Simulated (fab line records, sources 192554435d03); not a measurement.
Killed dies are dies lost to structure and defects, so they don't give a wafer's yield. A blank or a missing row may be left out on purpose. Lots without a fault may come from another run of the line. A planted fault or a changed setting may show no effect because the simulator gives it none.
Chamber matching | flow n5_finfet | N5_FIN_SAQP_ETCH_57 on rie_diel-06: 4 sister chambers
The step etches SiNx in CH3F/O2, target depth 32.5 nm, time 46.4 s. 4 wafers are shown with their chamber, then 8 later ones without.

WAFERS WITH THEIR CHAMBER
wafer  | chamber | throttle_valve_pct (%)
L078.4 | 2       | 15.90
L087.3 | 1       | 16.42
L088.5 | 0       | 16.14
L093.1 | 3       | 16.56

WAFERS WITHOUT THEIR CHAMBER
wafer  | throttle_valve_pct (%)
L093.2 | 15.94
L093.3 | 16.40
L095.1 | 16.16
L095.3 | 16.56
L095.6 | 15.96
L097.1 | 15.96
L097.3 | 16.16
L097.6 | 16.43

WHICH CHAMBER EACH WENT THROUGH
wafer  | from the rows above | in truth
L093.2 | 2                   | 2
L093.3 | 1                   | 1
L095.1 | 0                   | 0
L095.3 | 3                   | 3
L095.6 | 2                   | 2
L097.1 | 2                   | 2
L097.3 | 0                   | 0
L097.6 | 1                   | 1
Placed correctly: 8 of 8. Can't be placed from these rows: 0. Placed wrongly: 0.
How it was worked out, from the rows above alone: a wafer's distance from a chamber is the root of the sum, over the readings, of the square of ((its reading less the chamber's mean) divided by the reading's scatter). The wafer belongs to the nearest chamber; if the next one is less than 2 further off, it can't be placed. A chamber's mean is the mean of its shown wafers. The scatter: with one shown wafer a chamber, the root of the mean of the squares of how far each hidden wafer lies from its nearest shown one.
